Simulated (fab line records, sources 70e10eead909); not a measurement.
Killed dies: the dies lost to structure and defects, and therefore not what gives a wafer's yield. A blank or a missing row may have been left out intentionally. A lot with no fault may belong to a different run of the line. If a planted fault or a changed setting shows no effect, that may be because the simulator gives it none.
fab line records	flow nand_harc
[record] lots = 7	wafers = 21	last_day = 34
route steps=1302 shown A_BLC@1120
lots that met no fault: taken from a fault-free run of the same line
start_h: the number of hours between the record's first day and the start of the first shown wafer of the lot	wait_h: hours from the lot's prior step to this one	" as in the row above	L1.1+2: one row covering several wafers at once	- no value present, or no start provided	* or withheld: withheld	< > ~ a bound
route shown NAME@n: names a module that has steps shown in the file, with the first one's number in the route	usual: mean and standard deviation over wafers with no fault	same: alike in all rows	chamber/n: place in a boat	sites: each site's reading	_std_site: the standard deviation of these	_edge_site: outer sites' mean less inner sites'	radius_mm: for every site, how far away it sits from the centre of the wafer	mask NAME#n: copy n	behind: the most recent tool/chamber to have shaped the wafer	hold: what put the lot on hold/how long, in hours/how the hold closed	device: whichever transistor did not switch (one of n, p or np)	end of line: tests of these same wafers at the route's end	a step with no rows: only its recipe	killed: count of dies lost to structure and defects at first sort (not the wafer's yield)	map: shows each die of a wafer: x if killed, . if not, _ if none is there
set.NAME: setting as actually run; set.NAME@STEP: the setting as run at that earlier step	model.NAME: the simulator's own value behind a step, which no gauge read
lots at selected steps of the route; one table per step, one row per wafer
services: from which hour (start_h, from the record's first day; less than 0 if before it) a tool's chamber was out of use, for how many hours, and why
[[steps]]
[step NHARC_A_BLC_DESCUM_15]
[recipe] time_s = 3	o2_flow_sccm = 200	ar_flow_sccm = 0	bias_power_w = 0	chemistry = O2
[usual] drypump_motor_current_A = 5.4/0.52	oes_product_au = 1.000/0.0063	rf_vpp_V = 57.7/0.84	showerhead_plenum_p_Torr = 1.89/0.072	throttle_valve_pct = 11.310/0.008
lot.wafer	tool	chamber	start_h	wait_h	drypump_motor_current_A	oes_product_au	rf_hours_counter_h	rf_vpp_V	showerhead_plenum_p_Torr	throttle_valve_pct
L738.2	rie_diel-11	0	547.41	0.1	4.9	0.990	7	57.7	1.98	11.303
L738.3	"	2	"	"	5.7	0.997	7	57.6	1.80	11.315
L738.6	"	0	"	"	4.9	1.011	-	58.0	1.98	11.299
L740.1	rie_diel-06	0	581.11	0.1	5.6	1.000	7	58.5	1.89	11.314
L740.4	"	1	"	"	6.2	1.007	6	56.3	1.77	11.302
L740.2	"	2	"	"	5.0	1.008	5	57.4	1.82	11.311
L747.3	rie_diel-09	0	611.66	0.1	5.8	0.999	35	56.4	1.83	11.316
L747.1	"	2	"	"	4.9	1.002	35	58.8	1.93	11.313
L747.5	"	3	"	"	6.5	1.000	-	58.1	1.96	11.318
L748.3	rie_diel-06	2	648.90	0.1	5.0	1.009	11	56.8	1.82	11.321
L748.5	"	2	"	"	5.0	1.002	-	57.8	1.82	11.306
L748.6	"	3	"	"	5.1	1.003	-	57.4	1.83	11.308
L752.1	rie_diel-11	1	670.94	0.1	4.7	0.993	3	57.4	1.98	11.311
L752.3	"	0	"	"	4.9	1.009	2	58.0	1.98	11.317
L752.5	"	2	"	"	5.7	0.999	-	58.0	1.80	11.302
L754.1	rie_diel-11	3	707.44	0.1	5.6	1.004	4	58.0	1.89	11.318
L754.2	"	1	"	"	4.7	1.005	5	57.6	1.98	11.307
L754.6	"	3	"	"	5.6	1.008	-	56.8	1.89	11.313
L759.1	rie_diel-11	2	761.24	0.1	5.7	1.004	8	58.1	1.80	11.314
L759.3	"	3	"	"	5.5	1.008	8	58.2	1.88	11.303
L759.5	"	2	"	"	5.7	1.015	-	57.6	1.80	11.295
[step NHARC_A_BLC_ETCH_16]
[recipe] target_depth_a = 390	over_etch_frac = 0.3	time_s = 65	ion_energy_ev = 80	cf4_flow_sccm = 150	ar_flow_sccm = 0	rf_w = 300	bias_w = 100	chemistry = CF4
[usual] drypump_motor_current_A = 5.3/0.5	oes_product_au = 1.001/0.0063	rf_vpp_V = 151.0/1.1	showerhead_plenum_p_Torr = 1.75/0.061	throttle_valve_pct = 13.284/0.01
lot.wafer	tool	chamber	start_h	wait_h	drypump_motor_current_A	oes_product_au	rf_hours_counter_h	rf_vpp_V	showerhead_plenum_p_Torr	throttle_valve_pct
L738.3	rie_diel-11	0	547.50	0.1	4.9	0.999	7	150.7	1.83	13.271
L738.2	"	2	"	"	5.8	1.004	7	150.7	1.67	13.275
L738.6	"	0	"	"	4.9	1.006	-	151.3	1.83	13.290
L740.2	rie_diel-06	0	581.21	0.1	5.6	1.004	7	150.7	1.75	13.298
L740.4	"	1	"	"	6.2	1.005	6	149.0	1.64	13.274
L740.1	"	2	"	"	5.0	1.006	5	150.1	1.69	13.289
L747.3	rie_diel-09	3	611.74	0.1	6.5	1.014	34	151.4	1.81	13.283
L747.1	"	0	"	"	5.8	0.998	35	150.4	1.70	13.287
L747.5	"	2	"	"	4.9	1.015	-	151.4	1.78	13.278
L748.3	rie_diel-06	0	648.99	0.1	5.6	1.002	12	150.4	1.75	13.279
L748.5	"	2	"	"	5.0	1.010	-	149.8	1.69	13.294
L748.6	"	3	"	"	5.0	1.006	-	151.1	1.70	13.284
L752.3	rie_diel-11	0	671.02	0.1	4.9	1.004	2	153.6	1.83	13.292
L752.1	"	1	"	"	4.7	0.998	3	153.2	1.83	13.273
L752.5	"	0	"	"	4.9	1.008	-	152.0	1.83	13.299
L754.2	rie_diel-11	1	707.53	0.1	4.7	1.000	5	152.2	1.83	13.279
L754.1	"	2	"	"	5.7	0.997	5	150.6	1.67	13.275
L754.6	"	1	"	"	4.7	0.986	-	151.5	1.83	13.270
L759.1	rie_diel-11	2	761.35	0.1	5.8	1.009	8	150.5	1.67	13.276
L759.3	"	3	"	"	5.5	1.006	8	150.4	1.74	13.299
L759.5	"	3	"	"	5.5	0.997	-	151.2	1.74	13.277
[step NHARC_A_BLC_ETCH_17]
[recipe] target_depth_a = 3900	over_etch_frac = 0.25	time_s = 609.38	ion_energy_ev = 200	n2_flow_sccm = 150	h2_flow_sccm = 150	ar_flow_sccm = 0	rf_w = 400	bias_w = 150	chemistry = N2/H2
[usual] drypump_motor_current_A = 5.4/0.51	oes_product_au = 0.999/0.0065	rf_vpp_V = 429.6/2.4	showerhead_plenum_p_Torr = 2.01/0.08	throttle_valve_pct = 14.172/0.0087
lot.wafer	tool	chamber	start_h	wait_h	drypump_motor_current_A	oes_product_au	rf_hours_counter_h	rf_vpp_V	showerhead_plenum_p_Torr	throttle_valve_pct
L738.3	rie_diel-11	2	-	-	5.8	1.003	7	426.3	1.92	14.161
L738.2	"	0	"	"	4.9	0.997	7	433.1	2.11	14.194
L738.6	"	3	"	"	5.5	1.002	-	430.4	2.01	14.165
L740.2	rie_diel-06	1	-	-	6.2	0.995	6	426.0	1.88	14.167
L740.1	"	2	"	"	5.0	0.990	5	427.3	1.94	14.165
L740.4	"	3	"	"	5.1	0.982	6	428.1	1.96	14.176
L747.1	rie_diel-09	0	-	-	5.8	0.992	35	428.6	1.95	14.148
L747.3	"	3	"	"	6.5	1.007	34	431.5	2.10	14.174
L747.5	"	0	"	"	5.8	0.995	-	427.5	1.95	14.176
L748.3	rie_diel-06	0	-	-	5.6	0.997	12	430.5	2.01	14.166
L748.6	"	1	"	"	6.2	1.007	-	426.1	1.88	14.155
L748.5	"	2	"	"	5.0	1.000	-	426.6	1.93	14.170
L752.3	rie_diel-11	2	-	-	5.7	0.994	3	426.9	1.91	14.177
L752.1	"	0	"	"	4.9	1.002	2	431.9	2.11	14.147
L752.5	"	2	"	"	5.7	1.000	-	427.4	1.91	14.161
L754.2	rie_diel-11	0	-	-	4.9	1.008	4	432.8	2.11	14.182
L754.1	"	2	"	"	5.8	1.004	5	427.2	1.91	14.174
L754.6	"	1	"	"	4.7	1.000	-	432.6	2.11	14.170
L759.3	rie_diel-11	2	-	-	5.7	0.989	8	426.0	1.91	14.178
L759.1	"	3	"	"	5.5	0.994	8	429.8	2.01	14.169
L759.5	"	2	"	"	5.7	0.993	-	427.3	1.91	14.176
[step NHARC_A_BLC_ETCH_18]
[recipe] target_depth_a = 9100	c4f8_flow_sccm = 20	o2_flow_sccm = 10	ar_flow_sccm = withheld	rf_w = 600	bias_w = 1500	chemistry = C4F8/O2/Ar
[usual] oes_product_au = 0.946/0.022	rf_vpp_V = 977/5.1
lot.wafer	tool	chamber	start_h	wait_h	oes_product_au	rf_hours_counter_h	rf_vpp_V
L738.3	rie_diel-11	2	-	-	0.987	7	970
L738.2	"	3	"	"	0.978	7	977
L738.6	"	0	"	"	0.953	-	984
L740.2	rie_diel-06	2	-	-	0.982	5	973
L740.1	"	3	"	"	0.971	6	974
L740.4	"	0	"	"	0.965	7	975
L747.1	rie_diel-09	1	-	-	0.927	37	979
L747.3	"	3	"	"	0.929	34	981
L747.5	"	2	"	"	0.922	-	980
L748.3	rie_diel-06	0	-	-	0.930	13	976
L748.5	"	3	"	"	0.931	-	973
L748.6	"	0	"	"	0.920	-	975
L752.1	rie_diel-11	1	-	-	0.952	3	982
L752.3	"	2	"	"	0.955	3	971
L752.5	"	0	"	"	0.969	-	981
L754.2	rie_diel-11	3	-	-	0.918	4	975
L754.1	"	2	"	"	0.924	5	971
L754.6	"	3	"	"	0.919	-	977
L759.3	rie_diel-11	1	-	-	0.964	9	982
L759.1	"	2	"	"	0.964	9	970
L759.5	"	3	"	"	0.969	-	976
[step NHARC_A_BLC_CD_MEAS_19]
[usual] cd_nm = 99.9/1.5
lot.wafer	tool	chamber	start_h	wait_h	cd_nm
L738.2	cd_sem-03	-	548.38	-	102.4
L738.3	"	-	"	"	100.2
L738.6	"	-	"	"	100.9
L740.1	cd_sem-03	-	582.08	-	100.2
L740.2	"	-	"	"	101.5
L740.4	"	-	"	"	99.6
L747.1	cd_sem-03	-	612.62	-	99.0
L747.3	"	-	"	"	100.8
L747.5	"	-	"	"	99.0
L748.3	cd_sem-03	-	649.86	-	101.3
L748.5	"	-	"	"	102.8
L748.6	"	-	"	"	101.2
L752.1	cd_sem-02	-	671.91	-	99.6
L752.3	"	-	"	"	97.4
L752.5	"	-	"	"	99.7
L754.1	cd_sem-01	-	708.40	-	100.8
L754.2	"	-	"	"	101.4
L754.6	"	-	"	"	98.9
L759.1	cd_sem-02	-	762.39	-	98.2
L759.3	"	-	"	"	100.0
L759.5	"	-	"	"	100.0
[step NHARC_A_BLC_STRIP_29]
[recipe] cf4_flow_sccm = 150	ar_flow_sccm = 0	bias_w = 0	chemistry = CF4
[step NHARC_A_BLC_STRIP_21]
[recipe] o2_flow_sccm = 500	ar_flow_sccm = 0	bias_w = 0	chemistry = O2
[step NHARC_A_BLC_STRIP_22]
[recipe] time_s = 600	temp_c = 30	chemistry = post_etch_residue_remover
[step NHARC_A_BLC_DEGAS_30]
[recipe] temp_c = 300	time_s = 60
[step NHARC_A_BLC_PRE_CLEAN_31]
[recipe] time_s = 15	bias_v = 250	gas = Ar
[step NHARC_A_BLC_PVD_32]
[recipe] target_thk_a = 50	chamber_pressure_pa = 5	power_w = 5000	substrate_temp_c = 200	time_s = 17.7	material = Ti
[usual] cathode_dc_power_W = 5000.0/0.89	chamber_pressure_pa = 4.999/0.0099	throttle_valve_pct = 30.1/1.3
lot.wafer	tool	chamber	start_h	wait_h	cathode_dc_power_W	chamber_pressure_pa	throttle_valve_pct
L738.2	pvd_sputter-02	-	-	-	5000.5	4.985	29.5
L738.3	"	-	"	"	4999.8	5.004	32.4
L738.6	"	-	"	"	4998.5	4.998	29.2
L740.1	pvd_sputter-03	-	-	-	4999.7	5.012	29.6
L740.4	"	-	"	"	5000.3	4.984	28.8
L740.2	"	-	"	"	4999.9	4.992	29.4
L747.3	pvd_sputter-02	-	-	-	5001.5	4.999	31.7
L747.1	"	-	"	"	5000.6	5.002	29.1
L747.5	"	-	"	"	5000.1	4.999	30.5
L748.3	pvd_sputter-03	-	-	-	5000.3	4.996	29.4
L748.6	"	-	"	"	5001.2	4.986	29.4
L748.5	"	-	"	"	4999.9	5.004	29.3
L752.3	pvd_sputter-01	-	-	-	5000.2	4.994	31.3
L752.1	"	-	"	"	4998.6	4.996	29.7
L752.5	"	-	"	"	5000.1	4.980	31.2
L754.1	pvd_sputter-02	-	-	-	4999.0	5.008	28.5
L754.2	"	-	"	"	5001.1	4.976	29.3
L754.6	"	-	"	"	5000.4	4.985	29.4
L759.3	pvd_sputter-03	-	-	-	5001.6	4.997	29.2
L759.1	"	-	"	"	5001.1	5.001	29.9
L759.5	"	-	"	"	5000.9	5.001	29.9
[step NHARC_A_BLC_ALD_23]
[recipe] target_thk_a = 30	pulse_time_s = 1	ald_cycles = 150	temp_c = 450	material = TiN
[step NHARC_A_BLC_CVD_24]
[recipe] target_thk_a = 1500	temp_c = 300	pressure_torr = 40	wf6_flow_sccm = 40	h2_flow_sccm = 1600	ar_flow_sccm = 1560	time_s = 434	material = W
[usual] heater_power_w = 535/40	mfc_wf6_sccm = 39.97/0.12	throttle_valve_pct = 8.0/0.36
lot.wafer	tool	chamber	start_h	wait_h	heater_power_w	mfc_wf6_sccm	throttle_valve_pct
L738.2	cvd_w-02	1	549.50	-	538	39.95	7.7
L738.3	"	1	"	"	552	40.08	7.9
L738.6	"	0	"	"	534	39.86	8.8
L740.1	cvd_w-02	0	583.13	-	534	39.83	8.7
L740.2	"	1	"	"	553	40.06	8.2
L740.4	"	1	"	"	549	40.24	7.9
L740.1	cvd_w-02	0	583.82	0.6	548	40.10	8.7
L740.2	"	1	"	"	545	39.93	7.9
L740.4	"	1	"	"	557	40.05	8.1
L747.1	cvd_w-02	0	613.66	-	528	39.96	8.5
L747.3	"	1	"	"	542	40.03	7.9
L747.5	"	1	"	"	542	40.20	7.9
L747.1	cvd_w-02	0	614.35	0.6	541	40.13	8.7
L747.3	"	1	"	"	549	39.74	8.0
L747.5	"	1	"	"	543	39.89	8.0
L748.3	cvd_w-02	0	651.07	-	561	39.95	8.4
L748.5	"	0	"	"	557	40.00	8.4
L748.6	"	1	"	"	548	39.78	7.9
L748.3	cvd_w-02	0	651.79	0.6	554	39.97	8.2
L748.5	"	0	"	"	560	40.14	8.2
L748.6	"	1	"	"	546	39.87	7.8
L752.1	cvd_w-01	1	673.03	-	589	39.82	8.1
L752.3	"	1	"	"	593	39.72	8.1
L752.5	"	1	"	"	582	39.71	8.2
L754.2	cvd_w-01	1	709.44	-	575	40.09	8.2
L754.1	"	0	"	"	472	39.67	7.6
L754.6	"	1	"	"	600	40.14	8.3
L759.1	cvd_w-01	0	763.44	-	509	39.99	7.6
L759.3	"	0	"	"	506	40.05	7.5
L759.5	"	0	"	"	499	40.05	7.7
[step NHARC_A_BLC_CMP_25]
[recipe] t_overpolish_s = 30	target_thk_nm = 150
[usual] motor_current_A = 12.0/1.4	overpolish_run_s = 30.000/0.0091	time_to_endpoint_s = 29.5/2.4
lot.wafer	tool	chamber	start_h	wait_h	motor_current_A	overpolish_run_s	time_to_endpoint_s
L738.2	cmp-04	1	549.95	0.4	11.6	29.996	27.9
L738.3	"	0	"	"	12.4	30.030	28.4
L738.6	"	1	"	"	12.4	29.995	27.6
L740.1	cmp-03	2	584.40	0.5	10.6	30.004	58.1
L740.4	"	3	"	"	10.7	30.002	56.8
L740.2	"	1	"	"	10.8	30.010	59.2
L747.3	cmp-01	2	614.94	0.3	14.6	30.014	54.5
L747.1	"	0	"	"	10.4	30.001	54.9
L747.5	"	2	"	"	14.7	30.009	58.2
L748.3	cmp-01	3	652.31	0.4	15.0	29.995	60.9
L748.5	"	0	"	"	10.6	30.020	60.8
L748.6	"	1	"	"	11.9	29.996	65.2
L752.1	cmp-04	1	673.54	0.4	12.4	30.004	30.1
L752.3	"	2	"	"	11.8	30.008	28.1
L752.5	"	3	"	"	10.4	30.007	30.8
L754.2	cmp-01	0	710.02	0.5	10.8	29.991	26.7
L754.1	"	1	"	"	12.1	30.009	27.8
L754.6	"	2	"	"	13.9	29.992	27.3
L759.3	cmp-01	1	764.02	0.4	12.4	30.000	29.1
L759.1	"	2	"	"	14.7	29.979	27.4
L759.5	"	0	"	"	10.1	30.007	28.2
[[services]]
tool	chamber	start_h	hours	kind
pvd_sputter-03	-	526.04	10.0	pm
cmp-01	-	534.11	0.8	repair
cmp-01	-	536.21	6.8	repair
cvd_w-01	-	547.33	13.0	pm
rie_diel-06	2	549.16	4.7	repair
rie_diel-06	3	550.61	6.1	repair
cmp-01	-	559.70	2.2	repair
cmp-01	-	577.59	4.0	pm
cmp-01	-	597.04	2.2	repair
rie_diel-11	1	603.66	2.5	repair
rie_diel-11	-	609.50	9.0	pm
cvd_w-01	-	621.51	8.1	repair
rie_diel-09	2	630.56	2.3	repair
cvd_w-02	-	631.00	13.0	pm
pvd_sputter-02	-	642.53	10.0	pm
cvd_w-02	0	653.13	3.5	repair
cmp-01	-	660.97	1.4	repair
rie_diel-06	-	661.20	9.0	pm
pvd_sputter-03	-	674.29	7.3	repair
rie_diel-09	-	674.53	9.0	pm
cmp-01	-	675.59	4.0	pm
rie_diel-09	0	701.95	8.3	repair
cmp-01	-	757.85	3.0	repair
rie_diel-11	0	757.89	9.8	repair
[[key]]
[first_sign] step = NHARC_A_BLC_CVD_24	reading = visit	direction = added
[effect] step = NHARC_A_BLC_CMP_25	reading = time_to_endpoint_s	direction = up	sigmas = 12	usual = *	struck = *
met_at NHARC_A_BLC_CVD_24
struck_wafers L740.1,L740.2,L740.4,L747.1,L747.3,L747.5,L748.3,L748.5,L748.6
sort_left_out L740.1,L740.2,L740.4,L747.1,L747.3,L747.5,L748.3,L748.5,L748.6
tester_left_out L740,L747,L748
[fault] kind = repeated_step_whole	tool = cvd_w-01,cvd_w-02	chamber = -	onset_h = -	steps = NHARC_A_BLC_CVD_24	times = 1	scope = struck_lots_only
// tester_left_out: of these lots the tester's yield and bins aren't shown, on N5 and GAA mostly nor the transistor test; their killed dies are dies lost to structure and defects alone, not to doping, threshold or leakage, so they don't give the yield
// sort_left_out: the simulated sort isn't trusted on such a fault, so these wafers' sort isn't shown, and their yield isn't known
